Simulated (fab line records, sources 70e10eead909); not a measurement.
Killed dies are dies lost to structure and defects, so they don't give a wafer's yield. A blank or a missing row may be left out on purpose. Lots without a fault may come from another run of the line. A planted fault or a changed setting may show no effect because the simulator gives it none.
Chamber matching | flow nand_harc | NHARC_A_CHANNEL_FILL_D1_ALD_16 on ald_hk-02: 4 sister chambers
The step deposits SiO2, target thk 1.5 nm, pulse time 10 s, ald cycles 15. 16 wafers are shown with their chamber, then 8 later ones without.

WAFERS WITH THEIR CHAMBER
wafer  | chamber | heater_power_outer_w (W) | heater_power_w (W) | susceptor_temp_C (C)
L074.4 | 3       | 328                      | 556                | 300.35
L074.5 | 3       | 334                      | 556                | 299.86
L074.6 | 0       | 290                      | 494                | 299.95
L075.3 | 1       | 223                      | 407                | 300.05
L075.5 | 0       | 301                      | 486                | 299.94
L075.6 | 3       | 339                      | 558                | 300.01
L076.1 | 1       | 224                      | 405                | 300.13
L076.4 | 2       | 240                      | 449                | 300.05
L076.6 | 3       | 337                      | 556                | 300.28
L078.2 | 0       | 300                      | 483                | 299.92
L078.5 | 2       | 239                      | 434                | 299.84
L078.6 | 3       | 330                      | 558                | 300.17
L091.2 | 1       | 214                      | 381                | 299.90
L091.4 | 0       | 285                      | 472                | 299.90
L091.6 | 1       | 213                      | 369                | 299.48
L093.1 | 3       | 321                      | 533                | 300.18

SIGNATURES (means of the wafers above)
reading              | chamber 0 | chamber 1 | chamber 2 | chamber 3 | scatter within a chamber
heater_power_outer_w | 294.00    | 218.50    | 239.50    | 331.50    | 6.46
heater_power_w       | 483.75    | 390.50    | 441.50    | 552.83    | 12.5
susceptor_temp_C     | 299.9275  | 299.8900  | 299.9450  | 300.1417  | 0.191
Rule: a wafer's distance from a chamber is the root of the sum, over the readings, of the square of ((its reading less the chamber's mean) divided by the reading's scatter). The wafer belongs to the nearest chamber; if the next one is less than 2 further off, it can't be placed. The scatter: the root of (the sum of the squares of (reading less its chamber's mean) over the shown wafers, divided by (wafers less chambers)).

WAFERS WITHOUT THEIR CHAMBER
wafer  | heater_power_outer_w (W) | heater_power_w (W) | susceptor_temp_C (C)
L093.2 | 252                      | 455                | 299.94
L093.3 | 208                      | 377                | 299.79
L095.2 | 212                      | 378                | 299.82
L095.4 | 279                      | 469                | 299.91
L095.6 | 327                      | 533                | 300.13
L094.1 | 323                      | 526                | 300.15
L094.4 | 251                      | 449                | 300.30
L094.6 | 215                      | 389                | 300.25

WHICH CHAMBER EACH WENT THROUGH
wafer  | from the rows above | in truth
L093.2 | 2                   | 2
L093.3 | 1                   | 1
L095.2 | 1                   | 1
L095.4 | 0                   | 0
L095.6 | 3                   | 3
L094.1 | 3                   | 3
L094.4 | 2                   | 2
L094.6 | 1                   | 1
Placed correctly: 8 of 8. Can't be placed from these rows: 0. Placed wrongly: 0.
